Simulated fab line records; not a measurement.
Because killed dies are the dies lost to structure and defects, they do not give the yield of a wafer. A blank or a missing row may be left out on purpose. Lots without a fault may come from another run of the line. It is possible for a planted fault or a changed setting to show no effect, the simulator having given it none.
A single fault, viewed from 2 desks -- flow n5 finfet -- each desk holds nothing but its own numbers, with what lay behind them at the end
Where a reading is given only as a bound, like >300, the bound stands for it, and a mean or a difference that rests on one is marked > or <: the true number lies beyond.

METROLOGY DESK
What the gauges read for every lot (on any tool): the sampled wafers with a number, averaged. The brackets show how far a lot's mean lies from the usual mean; more than 4 standard deviations puts the lot out of limits, marked OUT.
Columns: A = V11_OVL at N5_BEOL_M12_OVL_MEAS_11, usual -2 nm; B = cd nm at N5_BEOL_M12_CD_MEAS_17, usual 140.1 nm; C = trench depth nm at N5_BEOL_M12_OCD_MEAS_35, usual 321 nm
lot,first seen here,A,B,C
L667,day 11 14:49,-3,138.5,321
L668,day 11 19:44,-6,139.4,320
L670,day 12 09:51,-2,139.3,319
L671,day 12 13:37,6,140.3,321
L673,day 13 05:33,-4,139.8,322
L672,day 13 06:19,-5,142.2,320
L675,day 13 06:46,-5,140.7,318
L680,day 14 21:10,-4,138.8,321
L682,day 15 13:36,-3,141.5,319
L687,day 16 20:23,-2,139.8,326
L688,day 16 21:02,-3,142.9,321
L689,day 17 17:57,3,141.5,322
This desk's verdict: no lot among the 12 shows anything out of limits.

THE DEFECT DESK
Inspection counts along the route, by lot: the mean over sampled wafers that carry a number. The brackets show how far a lot's mean lies from the usual mean; more than 4 standard deviations puts the lot out of limits, marked OUT.
Columns: A = raw defect count at N5_BEOL_M12_INSPECT_30, usual 1.8
lot,first seen here,A
L667,day 11 15:44,1.0
L668,day 11 20:53,1.3
L670,day 12 10:47,2.0
L671,day 12 14:43,2.0
L673,day 13 06:29,1.7
L672,day 13 07:16,2.7
L675,day 13 07:55,1.7
L680,day 14 22:16,>300 (+99 or more) OUT
L682,day 15 14:43,>300 (+99 or more) OUT
L687,day 16 21:26,0.3
L688,day 16 22:08,1.7
L689,day 17 19:03,2.0
This desk's finding: out of limits on L680, L682; first on L680, day 14 22:16 (raw defect count at N5_BEOL_M12_INSPECT_30). Within limits: L667, L668, L670, L671, L673, L672, L675, L687, L688, L689.

BROUGHT TOGETHER
The defect desk could have raised an alarm at day 14 22:16, on L680, L682.
Metrology desk: nothing out of limits seen.
The metrology desk has L680, L682 on record, within its limits.
All the named lots went through N5_BEOL_M12_STRIP_71 on wet bench-02.

WHAT HAD BEEN PUT IN BY THE SIMULATOR
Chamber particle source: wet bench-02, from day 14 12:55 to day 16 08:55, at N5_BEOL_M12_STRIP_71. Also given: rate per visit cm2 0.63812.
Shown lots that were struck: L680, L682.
Hours from the fault's start to each desk's first reading out of limits: the defect desk, 9.
